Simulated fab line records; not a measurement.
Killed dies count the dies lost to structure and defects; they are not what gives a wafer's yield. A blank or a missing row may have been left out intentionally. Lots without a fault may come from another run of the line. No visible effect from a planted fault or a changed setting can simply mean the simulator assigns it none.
Which of the tools did it?	flow n5_finfet	72 wafers from 24 lots sampled at 3 of the route's 1938 steps

## WHAT THE GAUGES SHOWED, per wafer
N5_DUMMY_GATE_INSPECT_27: inspects for defects (brightfield).
lot	measured	on	raw_defect_count
L074	day 3 03:11	defect_inspect-01	217 224 261
L075	day 3 05:53	defect_inspect-02	463 262 479
L076	day 3 12:54	defect_inspect-02	341 334 298
L077	day 3 18:43	defect_inspect-01	280 176 218
L078	day 4 00:40	defect_inspect-01	328 396 281
L079	day 4 06:39	defect_inspect-02	232 284 300
L080	day 4 13:07	defect_inspect-01	328 261 340
L081	day 4 18:01	defect_inspect-01	263 253 310
L082	day 4 23:18	defect_inspect-01	257 217 219
L083	day 5 11:04	defect_inspect-01	243 386 291
L084	day 5 17:09	defect_inspect-01	346 225 278
L085	day 6 02:25	defect_inspect-01	212 148 167
L086	day 6 06:30	defect_inspect-01	353 299 332
L087	day 6 10:56	defect_inspect-01	196 308 310
L088	day 6 17:56	defect_inspect-02	289 293 318
L089	day 6 19:36	defect_inspect-02	283 288 235
L090	day 7 03:21	defect_inspect-01	228 332 331
L091	day 7 06:22	defect_inspect-01	261 274 226
L092	day 7 15:13	defect_inspect-02	292 188 234
L093	day 7 20:09	defect_inspect-02	309 491 401
L094	day 8 01:35	defect_inspect-01	386 290 265
L095	day 8 08:02	defect_inspect-01	233 262 305
L096	day 8 12:06	defect_inspect-02	342 272 378
L097	day 8 23:12	defect_inspect-01	289 268 184

N5_SD_EPI_P_CD_MEAS_09: target cd 240 nm.
lot	measured	on	cd_nm (nm)
L074	day 3 10:22	cd_sem-01	239.6 238.1 240.6
L075	day 3 12:05	cd_sem-01	239.7 239.5 239.9
L076	day 3 20:53	cd_sem-03	242.1 241.2 240.3
L077	day 4 01:28	cd_sem-03	239.7 240.2 239.5
L078	day 4 06:39	cd_sem-03	240.4 241.4 241.5
L079	day 4 12:53	cd_sem-01	239.7 240.9 239.1
L080	day 4 19:35	cd_sem-01	241.6 239.9 239.6
L081	day 5 01:13	cd_sem-03	240.1 240.6 240.7
L082	day 5 07:53	cd_sem-02	240.1 240.9 240.1
L083	day 5 18:18	cd_sem-01	239.1 239.8 239.8
L084	day 6 00:08	cd_sem-01	238.9 239.1 240.2
L085	day 6 09:36	cd_sem-03	238.8 238.9 237.9
L086	day 6 12:14	cd_sem-01	239.8 240.3 241.4
L087	day 6 16:29	cd_sem-03	240.3 240.4 239.2
L088	day 6 23:32	cd_sem-01	240.3 239.8 239.7
L089	day 7 00:55	cd_sem-01	239.9 240.2 240.0
L090	day 7 09:28	cd_sem-01	240.0 240.3 240.5
L091	day 7 12:01	cd_sem-03	240.1 240.5 238.3
L092	day 7 21:47	cd_sem-02	239.1 239.5 238.7
L093	day 8 02:13	cd_sem-01	240.8 239.4 239.2
L094	day 8 08:50	cd_sem-03	239.8 240.4 240.0
L095	day 8 14:21	cd_sem-01	241.4 240.7 240.3
L096	day 8 20:40	cd_sem-02	241.1 241.1 240.8
L097	day 9 04:38	cd_sem-02	239.1 239.9 240.2

## TOOL THAT RAN EACH LOT (tool first, then ch and the chambers of the sampled wafers, then the start)
lot	N5_SD_EPI_N_STRIP_38
L074	plasma_asher-01 ch 0,1, day 3 05:05
L075	plasma_asher-01 ch 0,1, day 3 07:45
L076	plasma_asher-02 ch 0,1, day 3 15:22
L077	plasma_asher-02 ch 0,1, day 3 20:55
L078	plasma_asher-02 ch 0,1, day 4 02:29
L079	plasma_asher-02 ch 0,1, day 4 08:31
L080	plasma_asher-01 ch 0,1, day 4 15:01
L081	plasma_asher-01 ch 1, day 4 21:30
L082	plasma_asher-01 ch 0,1, day 5 04:28
L083	plasma_asher-01 ch 0,1, day 5 13:35
L084	plasma_asher-01 ch 0,1, day 5 20:08
L085	plasma_asher-01 ch 0,1, day 6 04:17
L086	plasma_asher-02 ch 0,1, day 6 08:25
L087	plasma_asher-01 ch 0,1, day 6 12:53
L088	plasma_asher-01 ch 0,1, day 6 20:05
L089	plasma_asher-02 ch 0,1, day 6 21:28
L090	plasma_asher-02 ch 0,1, day 7 05:53
L091	plasma_asher-01 ch 0,1, day 7 08:26
L092	plasma_asher-01 ch 0,1, day 7 17:13
L093	plasma_asher-01 ch 0,1, day 7 22:47
L094	plasma_asher-01 ch 0,1, day 8 03:38
L095	plasma_asher-01 ch 0, day 8 09:55
L096	plasma_asher-02 ch 0,1, day 8 16:47
L097	plasma_asher-01 ch 0,1, day 9 01:05
- N5_SD_EPI_N_STRIP_38: strips in N2/H2.

## WHAT THE TOOLS THEMSELVES READ (means of the sampled wafers that have a number; where no wafer has one, the mark that the record gives instead)
N5_SD_EPI_N_STRIP_38.
lot	tool	drypump_motor_current_A (A)	heater_power_w (W)	n2_flow_sccm (sccm)	oes_product_au (a.u.)
L074	plasma_asher-01	5.5	320	1751	0.757
L075	plasma_asher-01	5.5	320	1751	0.760
L076	plasma_asher-02	5.7	333	1749	0.759
L077	plasma_asher-02	5.7	329	1752	0.761
L078	plasma_asher-02	5.6	335	1745	0.762
L079	plasma_asher-02	6.0	332	1751	0.765
L080	plasma_asher-01	5.5	322	1753	0.762
L081	plasma_asher-01	5.8	319	1759	0.763
L082	plasma_asher-01	5.2	319	1746	0.757
L083	plasma_asher-01	5.2	327	1751	0.774
L084	plasma_asher-01	5.5	314	1755	0.753
L085	plasma_asher-01	5.5	322	1745	0.753
L086	plasma_asher-02	6.0	329	1750	0.756
L087	plasma_asher-01	5.5	320	1756	0.767
L088	plasma_asher-01	5.5	326	1752	0.765
L089	plasma_asher-02	6.0	328	1750	0.757
L090	plasma_asher-02	5.7	335	1752	0.762
L091	plasma_asher-01	5.3	321	1754	0.765
L092	plasma_asher-01	5.3	316	1750	0.769
L093	plasma_asher-01	5.5	319	1749	0.766
L094	plasma_asher-01	5.2	317	1750	0.764
L095	plasma_asher-01	5.0	323	1749	0.771
L096	plasma_asher-02	6.0	333	1747	0.771
L097	plasma_asher-01	5.3	320	1751	0.774

## THE ANSWER, worked out from the rows above alone
Rule: what is usual is taken from the lots themselves. Put in order of their means at a reading, lots are off if they are a third of the lots or fewer, leave a main group of 4 or more, and stand apart from it by a gap of 3 or more times the standard deviation of the main group's means; of several such gaps the widest counts. If all means in a main group match to the digits the tables above print for the reading, that group is not used. A lot without any number at a reading at which 4 lots or more have one is off too. Any other lot the step has rows for is counted as sound. The gauges are gone through in route order, then the tools' own readings, and for those a lot's mean is taken as printed above. At the first step where some lot is off, the reading lying furthest off is the one used; lots without a number count as furthest.
Across all readings shown, no lot is off: no conclusion can be drawn from this.

## WHAT THE SIMULATOR PUT IN
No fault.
